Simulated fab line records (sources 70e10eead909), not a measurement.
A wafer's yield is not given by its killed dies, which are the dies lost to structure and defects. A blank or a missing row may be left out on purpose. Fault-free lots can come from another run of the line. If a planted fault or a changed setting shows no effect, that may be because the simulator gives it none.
Chamber matching + flow nand_harc + NHARC_P_M1_DEP_33 on pecvd-02: 3 sister chambers
The step deposits SiCN, target thk 30 nm. 24 wafers are shown with their chamber, then 12 later ones without.

EACH WAFER AND ITS CHAMBER
| wafer  | chamber | heater_power_w (W) |
|--------|---------|--------------------|
| L077.1 | 0       | 476                |
| L077.5 | 0       | 476                |
| L077.6 | 1       | 532                |
| L078.1 | 2       | 605                |
| L078.4 | 1       | 548                |
| L078.6 | 0       | 513                |
| L082.2 | 1       | 503                |
| L082.4 | 0       | 472                |
| L082.5 | 2       | 533                |
| L083.2 | 2       | 625                |
| L083.4 | 2       | 609                |
| L083.6 | 1       | 539                |
| L087.2 | 0       | 529                |
| L087.3 | 2       | 521                |
| L087.6 | 0       | 530                |
| L088.2 | 1       | 473                |
| L088.4 | 1       | 477                |
| L088.5 | 1       | 480                |
| L091.2 | 0       | 503                |
| L091.4 | 1       | 489                |
| L091.6 | 0       | 502                |
| L090.1 | 0       | 511                |
| L090.5 | 0       | 520                |
| L090.6 | 1       | 557                |

SIGNATURES, as means of the wafers listed above
| reading        | chamber 0 | chamber 1 | chamber 2 | scatter within a chamber |
|----------------|-----------|-----------|-----------|--------------------------|
| heater_power_w | 503.20    | 510.89    | 578.60    | 32.6                     |
Rule: distance of a wafer from a chamber = root of the sum over the readings of ((wafer's reading minus chamber's mean) / reading's scatter) squared. If the next closest chamber is less than 2 further off than the closest, the wafer can't be placed; otherwise it belongs to the closest. How the scatter is found: for the shown wafers, subtract from each reading the mean of its chamber, square and add these, divide the total by (wafers less chambers), then take the root.

WAFERS WITH NO CHAMBER GIVEN
| wafer  | heater_power_w (W) |
|--------|--------------------|
| L093.1 | 544                |
| L093.2 | 463                |
| L093.4 | 467                |
| L092.2 | 543                |
| L092.3 | 533                |
| L092.5 | 537                |
| L095.3 | 450                |
| L095.5 | 505                |
| L095.6 | 438                |
| L097.3 | 510                |
| L097.5 | 481                |
| L097.6 | 503                |

THE CHAMBER EACH PASSED THROUGH
| wafer  | from the rows above          | in truth |
|--------|------------------------------|----------|
| L093.1 | can't be placed: 1 or 2 or 0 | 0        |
| L093.2 | can't be placed: 0 or 1      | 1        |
| L093.4 | can't be placed: 0 or 1      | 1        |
| L092.2 | can't be placed: 1 or 2 or 0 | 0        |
| L092.3 | can't be placed: 1 or 0 or 2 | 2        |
| L092.5 | can't be placed: 1 or 0 or 2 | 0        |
| L095.3 | can't be placed: 0 or 1      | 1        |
| L095.5 | can't be placed: 0 or 1      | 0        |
| L095.6 | can't be placed: 0 or 1      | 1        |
| L097.3 | can't be placed: 1 or 0      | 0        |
| L097.5 | can't be placed: 0 or 1      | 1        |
| L097.6 | can't be placed: 0 or 1      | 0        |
Placed correctly: 0 of 12. Can't be placed from these rows: 12 (the true chamber is among the candidates in 12). Number placed wrongly: 0.
